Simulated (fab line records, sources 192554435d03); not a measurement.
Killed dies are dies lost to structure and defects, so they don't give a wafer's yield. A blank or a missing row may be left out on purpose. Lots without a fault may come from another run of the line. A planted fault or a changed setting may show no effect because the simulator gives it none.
fab line records | flow n5_finfet | part 2 of 2: steps 5 to 6 of 6
record lots=22 wafers=66 last_day=17
route steps=1938 shown BEOL_M3@932
lots that met no fault: from a run of the same line without faults
start_h: hours from the record's first day to the start of the lot's first wafer shown | wait_h: hours since the lot's step before | " the same as in the row above | L1.1+2: a row that stands for several wafers | - no value, or no start given | * or withheld: withheld | < > ~ a bound
route shown NAME@n: a module of which the file shows steps, and the number in the route of the first | usual: mean/standard deviation of fault-free wafers | same: alike in all rows | chamber/n: place in a boat | sites: the reading at each site | _std_site: their standard deviation | _edge_site: outer sites' mean less inner sites' | radius_mm: how far each site lies from the wafer's centre | mask NAME#n: copy n | behind: the tool/chamber that last shaped the wafer | hold: why the lot was held/for how many hours/how that ended | device: the transistor (n, p or np) that didn't switch | end of line: the same wafers' tests at the end of the route | a step without rows: its recipe alone | killed: dies lost to structure and defects at the first sort, not the wafer's yield | map: a wafer's dies, x killed, . not, _ none there
set.NAME: the setting as run; set.NAME@STEP: as run at that earlier step | model.NAME: the simulator's own value behind a step, which no gauge read
steps of the route over a sample of lots; a table a step, a row a wafer
services: from which hour (start_h, from the record's first day; less than 0 if before it) a tool's chamber was out of use, for how many hours, and why
## steps
# step N5_BEOL_M3_STRIP_36
# recipe chemistry=N2/H2 power_w=450 temp_c=40 pressure_mtorr=20 rf_frequency_hz=6e+07 overash_fraction=0.3 bias_power_w=7 h2_frac=0.5 n2_flow_sccm=200 h2_flow_sccm=200
# usual bias_power_w=7.000/0.022 drypump_motor_current_A=5.5/0.5 oes_product_au=0.80/0.11 rf_vpp_V=59.1/1.4 showerhead_plenum_p_Torr=2.52/0.1 throttle_valve_pct=23.5/0.46
# columns lot.wafer tool chamber start_h wait_h bias_power_w drypump_motor_current_A oes_product_au rf_hours_counter_h rf_vpp_V showerhead_plenum_p_Torr throttle_valve_pct
L074.4 rie_diel-03 2 144.72 0.0 6.988 6.6 0.77 143 61.2 2.63 23.2
L074.5 " 3 " " 7.000 5.5 0.69 - 62.2 2.50 24.1
L074.6 " 0 " " 6.990 5.7 0.69 - 58.4 2.49 23.9
L075.2 rie_diel-05 1 157.69 0.0 7.044 5.8 0.69 231 59.0 2.42 24.0
L075.3 " 0 " " 7.010 5.5 0.91 36 59.8 2.57 22.8
L075.4 " 3 " " 7.013 5.0 0.68 243 57.6 2.49 23.2
L076.1 rie_diel-03 0 160.81 0.0 6.983 5.7 0.69 236 59.2 2.49 23.9
L076.3 " 3 " " 7.002 5.4 0.69 250 56.4 2.49 24.1
L076.4 " 2 " " 7.056 6.6 0.77 147 58.6 2.62 23.2
L077.2 rie_diel-04 1 163.47 0.0 7.017 5.0 0.72 163 60.4 2.42 23.7
L077.4 " 0 " " 6.991 5.1 0.71 203 57.7 2.41 23.5
L077.5 " 1 " " 6.944 5.0 0.73 - 58.3 2.42 23.7
L078.1 rie_diel-04 2 175.15 0.0 7.036 6.3 0.69 216 59.3 2.52 24.1
L078.2 " 0 " " 6.976 5.1 0.70 207 58.8 2.41 23.5
L078.4 " 1 " " 7.013 5.0 0.72 166 58.9 2.42 23.7
L079.2 rie_diel-05 0 178.25 0.0 7.012 5.5 0.90 42 60.3 2.57 22.7
L079.3 " 2 " " 7.014 5.7 0.66 236 59.4 2.60 22.9
L079.5 " 0 " " 6.990 5.5 0.91 - 57.7 2.57 22.8
L080.1 rie_diel-03 1 187.48 0.0 6.991 4.9 0.87 47 60.4 2.69 24.1
L080.5 " 1 " " 7.034 4.9 0.85 - 58.9 2.69 24.1
L080.6 " 2 " " 6.987 6.6 0.75 - 58.2 2.62 23.2
L081.2 rie_diel-05 2 188.63 0.0 7.019 5.7 0.67 241 57.4 2.60 22.8
L081.3 " 1 " " 7.026 5.8 0.70 242 58.7 2.41 24.0
L081.5 " 1 " " 7.004 5.8 0.70 - 57.7 2.41 24.0
L082.1 rie_diel-04 2 199.23 0.0 6.975 6.3 0.70 224 59.0 2.51 24.1
L082.4 " 1 " " 6.980 5.0 0.72 173 60.7 2.42 23.7
L082.6 " 0 " " 7.007 5.1 0.70 - 58.4 2.40 23.5
L083.1 rie_diel-03 3 205.53 0.0 6.975 5.4 0.96 8 60.2 2.49 23.8
L083.2 " 1 " " 7.036 4.9 0.86 54 58.8 2.69 24.1
L083.5 " 1 " " 7.041 4.9 0.87 - 62.3 2.69 24.2
L085.2 rie_diel-04 0 213.95 0.0 7.048 5.1 0.69 219 58.0 2.40 23.5
L085.5 " 3 " " 7.042 6.1 0.77 - 56.5 2.44 23.5
L085.6 " 0 " " 7.008 5.1 0.69 - 56.7 2.40 23.5
L086.1 rie_diel-03 2 221.47 0.0 7.007 6.6 0.74 171 60.0 2.62 23.3
L086.3 " 0 " " 7.003 5.6 0.97 0 60.0 2.48 23.6
L086.4 " 1 " " 7.029 4.9 0.83 61 58.4 2.69 24.2
L087.3 rie_diel-03 2 233.34 0.0 7.015 6.6 0.74 174 59.1 2.61 23.3
L087.4 " 1 " " 7.002 4.9 0.85 65 58.4 2.69 24.2
L087.6 " 0 " " 6.994 5.6 0.97 - 57.7 2.48 23.6
L088.3 rie_diel-04 1 236.23 0.0 7.006 5.0 0.70 183 60.4 2.41 23.7
L088.5 " 0 " " 6.971 5.1 0.69 - 57.9 2.40 23.5
L088.6 " 3 " " 6.968 6.1 0.76 - 61.0 2.43 23.5
L089.4 rie_diel-03 2 242.13 0.0 6.982 6.6 0.75 177 58.7 2.61 23.2
L089.5 " 3 " " 7.001 5.4 0.93 - 58.0 2.49 23.8
L089.6 " 0 " " 6.990 5.6 0.94 - 59.1 2.48 23.6
L090.3 rie_diel-05 3 247.59 0.0 6.963 5.0 0.94 15 60.2 2.48 22.8
L090.5 " 1 " " 6.983 5.8 1.00 - 58.9 2.73 23.7
L090.6 " 3 " " 6.959 5.0 0.93 - 58.7 2.48 22.8
L091.1 rie_diel-05 3 254.21 0.0 6.977 5.0 0.93 18 61.8 2.48 22.8
L091.4 " 3 " " 6.990 5.0 0.91 - 61.9 2.48 22.8
L091.5 " 1 " " 6.983 5.8 0.97 - 58.9 2.73 23.7
L092.1 rie_diel-05 1 260.31 0.0 7.013 5.8 0.98 7 60.3 2.73 23.7
L092.3 " 3 " " 7.000 5.0 0.92 20 59.0 2.48 22.8
L092.6 " 0 " " 6.965 5.5 0.85 - 59.8 2.55 22.8
L093.2 rie_diel-03 3 265.09 0.0 7.011 5.5 0.91 27 58.9 2.48 23.8
L093.4 " 0 " " 7.037 5.6 0.93 14 58.0 2.48 23.6
L093.6 " 0 " " 6.996 5.6 0.93 - 58.2 2.48 23.6
L094.1 rie_diel-05 2 265.53 0.0 6.971 5.7 1.03 1 58.6 2.59 22.7
L094.2 " 0 " " 7.009 5.5 0.85 75 57.5 2.55 22.8
L094.6 " 0 " " 6.984 5.5 0.85 - 61.3 2.55 22.8
L095.1 rie_diel-05 3 272.59 0.0 7.019 5.0 0.92 24 59.9 2.48 22.8
L095.5 " 3 " " 6.988 5.0 0.91 - 59.2 2.48 22.8
L095.6 " 2 " " 7.005 5.7 0.99 - 61.3 2.59 22.7
L096.1 rie_diel-04 3 275.82 0.0 7.007 6.1 0.75 156 60.9 2.43 23.5
L096.2 " 1 " " 6.977 5.0 0.69 194 60.9 2.41 23.8
L096.6 " 0 " " 7.011 5.1 0.67 - 59.2 2.39 23.5
# step N5_BEOL_M3_SPUTTER_92
# recipe material=Cu target_thk_a=45 temp_c=-20 chamber_pressure_pa=0.07 power_w=withheld time_s=8.29
# usual throttle_valve_pct=29.7/1.3
# columns lot.wafer tool chamber start_h wait_h throttle_valve_pct
L074.4 pvd_sputter-01 - 147.35 0.1 29.2
L074.5 " - " " 30.1
L074.6 " - " " 27.8
L075.2 pvd_sputter-01 - 160.06 0.1 27.2
L075.3 " - " " 29.6
L075.4 " - " " 28.0
L076.1 pvd_sputter-03 - 163.83 0.1 29.5
L076.3 " - " " 31.0
L076.4 " - " " 31.8
L077.2 pvd_sputter-03 - 165.75 0.1 31.8
L077.4 " - " " 31.8
L077.5 " - " " 30.9
L078.1 pvd_sputter-02 - 178.31 0.1 29.6
L078.2 " - " " 29.9
L078.4 " - " " 28.5
L079.2 pvd_sputter-02 - 180.81 0.1 30.0
L079.3 " - " " 29.9
L079.5 " - " " 29.9
L080.1 pvd_sputter-02 - 190.72 0.1 30.3
L080.5 " - " " 28.7
L080.6 " - " " 30.0
L081.2 pvd_sputter-01 - 191.10 0.1 27.3
L081.3 " - " " 30.5
L081.5 " - " " 30.3
L082.1 pvd_sputter-01 - 203.73 0.1 27.6
L082.4 " - " " 30.1
L082.6 " - " " 28.0
L083.1 pvd_sputter-01 - 208.40 0.1 27.9
L083.2 " - " " 27.5
L083.5 " - " " 30.4
L085.2 pvd_sputter-03 - 216.73 0.1 29.0
L085.5 " - " " 31.2
L085.6 " - " " 31.7
L086.1 pvd_sputter-01 - 224.27 0.1 27.6
L086.3 " - " " 27.9
L086.4 " - " " 30.5
L087.3 pvd_sputter-01 - 238.08 0.1 30.2
L087.4 " - " " 28.0
L087.6 " - " " 30.3
L088.3 pvd_sputter-03 - 239.26 0.1 31.7
L088.5 " - " " 31.2
L088.6 " - " " 31.9
L089.4 pvd_sputter-03 - 245.28 0.1 30.9
L089.5 " - " " 30.9
L089.6 " - " " 31.8
L090.3 pvd_sputter-03 - 250.28 0.1 29.3
L090.5 " - " " 31.7
L090.6 " - " " 31.1
L091.1 pvd_sputter-03 - 257.32 0.1 29.2
L091.4 " - " " 29.5
L091.5 " - " " 28.9
L092.1 pvd_sputter-01 - 262.81 0.1 27.3
L092.3 " - " " 28.3
L092.6 " - " " 27.3
L093.2 pvd_sputter-03 - 267.70 0.1 31.6
L093.4 " - " " 31.3
L093.6 " - " " 29.2
L094.1 pvd_sputter-03 - 269.76 0.1 29.1
L094.2 " - " " 32.0
L094.6 " - " " 31.1
L095.1 pvd_sputter-02 - 275.38 0.1 28.8
L095.5 " - " " 29.6
L095.6 " - " " 30.1
L096.1 pvd_sputter-03 - 278.63 0.1 31.1
L096.2 " - " " 29.5
L096.6 " - " " 29.4
## services
# columns tool chamber start_h hours kind
rie_diel-03 3 162.99 - clean
rie_diel-03 3 162.99 - consumable_replace:focus_ring
rie_diel-03 3 162.99 17.8 scheduled_down
rie_diel-03 3 162.99 17.8 vent_cycle
rie_diel-05 3 180.01 - clean
rie_diel-05 3 180.01 - consumable_replace:focus_ring
rie_diel-04 1 183.48 4.8 repair
rie_diel-03 0 193.33 - clean
rie_diel-03 0 193.33 - consumable_replace:focus_ring
rie_diel-03 0 193.33 26.6 scheduled_down
rie_diel-03 0 193.33 26.6 vent_cycle
rie_diel-05 1 212.43 - clean
rie_diel-05 1 212.43 - consumable_replace:focus_ring
rie_diel-05 1 212.43 - consumable_replace:showerhead
rie_diel-05 1 212.43 30.8 scheduled_down
rie_diel-05 1 212.43 30.8 vent_cycle
rie_diel-05 2 243.42 - clean
rie_diel-05 2 243.42 - consumable_replace:focus_ring
rie_diel-05 2 243.42 18.1 scheduled_down
rie_diel-05 2 243.42 18.1 vent_cycle
